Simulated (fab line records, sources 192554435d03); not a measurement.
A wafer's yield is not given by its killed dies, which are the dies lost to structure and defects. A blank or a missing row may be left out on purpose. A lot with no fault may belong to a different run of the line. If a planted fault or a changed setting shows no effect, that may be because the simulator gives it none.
One fault through the eyes of 2 desks | flow n5-finfet | what lay behind the numbers comes last; until then each desk has only its own

## THE METROLOGY DESK
What the gauges read, lot by lot, whatever tool the lot ran on: means of the sampled wafers that have a number. The brackets show how far a lot's mean lies from the usual mean; more than 4 standard deviations puts the lot out of limits, marked OUT. Only the readings that lie furthest out on some lot appear, 7 of the 10 it has.
Columns: A = DIBL_N at N5_BEOL_M4_RC_MEAS_101, usual 36.0 mV/V; B = DIBL_P at N5_BEOL_M4_RC_MEAS_101, usual 35.8 mV/V; C = IOFF_P at N5_BEOL_M4_RC_MEAS_101, usual 0.20 nA/um; D = ION_N at N5_BEOL_M4_RC_MEAS_101, usual 670 uA/um; E = ION_P at N5_BEOL_M4_RC_MEAS_101, usual 459 uA/um; F = SS_P at N5_BEOL_M4_RC_MEAS_101, usual 73.2 mV/dec; G = VT_P at N5_BEOL_M4_RC_MEAS_101, usual -252 mV
lot  | first seen here | A    | B    | C    | D   | E   | F    | G
L186 | day 10 22:27    | 35.1 | 36.0 | 0.22 | 664 | 467 | 73.0 | -247
L187 | day 10 23:28    | 35.8 | 36.0 | 0.19 | 666 | 453 | 73.4 | -252
L191 | day 11 12:44    | 35.7 | 36.0 | 0.17 | 669 | 457 | 72.8 | -257
L196 | day 12 20:21    | 36.8 | 35.9 | 0.19 | 672 | 459 | 73.5 | -252
L202 | day 14 03:56    | 36.6 | 37.4 | 0.19 | 664 | 450 | 73.6 | -252
L200 | day 14 05:24    | 34.8 | 33.2 | 0.17 | 669 | 458 | 72.9 | -254
L201 | day 14 16:58    | 35.7 | 33.9 | 0.21 | 666 | 464 | 73.2 | -248
L203 | day 15 06:46    | 36.0 | 36.4 | 0.23 | 678 | 467 | 74.0 | -250
L204 | day 15 11:20    | 33.1 | 32.2 | 0.14 | 648 | 446 | 72.2 | -257
Result from this desk: across the 9 lots, nothing is out of limits.

## DESK OF THE TOOL OWNER: rie-diel-04
The tool's own readings at N5_BEOL_M3_ETCH_77 (etches underlayer in N2/H2, target depth 6.5 nm, time 5.2 s): means of the sampled wafers that have a number, for each lot that ran on this tool. The brackets show how far a lot's mean lies from the usual mean; more than 4 standard deviations puts the lot out of limits, marked OUT.
Columns: A = drypump-motor-current-A at N5_BEOL_M3_ETCH_77, usual 5.9 A; B = etch-rf-on-time-s at N5_BEOL_M3_ETCH_77, usual 5.18 s; C = h2-flow-sccm at N5_BEOL_M3_ETCH_77, usual 200.1 sccm; D = oes-product-au at N5_BEOL_M3_ETCH_77, usual 0.66 a.u.; E = rf-vpp-V at N5_BEOL_M3_ETCH_77, usual 523.9 V; F = showerhead-plenum-p-Torr at N5_BEOL_M3_ETCH_77, usual 2.55 Torr; G = throttle-valve-pct at N5_BEOL_M3_ETCH_77, usual 17.97 %
lot  | first seen here | A   | B    | C               | D    | E     | F    | G
L186 | day 9 11:19     | 6.0 | 5.18 | 200.4           | 0.62 | 523.1 | 2.54 | 18.06
L191 | day 10 20:17    | 5.7 | 5.19 | 193.9 (-12) OUT | 0.67 | 523.5 | 2.50 | 17.78
L196 | day 10 21:04    | 5.7 | 5.24 | 193.0 (-13) OUT | 0.64 | 526.8 | 2.56 | 17.55
L204 | day 13 21:56    | 5.8 | 5.15 | 200.3           | 0.67 | 521.8 | 2.49 | 18.11
This desk's verdict: out of limits on L191, L196, starting with L191 at day 10 20:17 (h2-flow-sccm at N5_BEOL_M3_ETCH_77). L186, L204: within limits.

## TAKEN TOGETHER
The tool owner's desk could have raised an alarm at day 10 20:17, on L191, L196.
From the metrology desk's view, nothing was out of limits.
The metrology desk holds a record of L191, L196, inside its limits.
Every lot named ran N5_BEOL_M3_ETCH_77 on rie-diel-04.

## WHAT WAS PUT IN BY THE SIMULATOR
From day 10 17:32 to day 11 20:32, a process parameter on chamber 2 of rie-diel-04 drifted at N5_BEOL_M3_ETCH_77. The setting h2-flow-sccm was moved by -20, starting from 200. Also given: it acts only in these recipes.
Struck lots among those shown: L191, L196.
Each desk's first reading out of limits, in hours after the fault started: the tool owner's desk, 3.
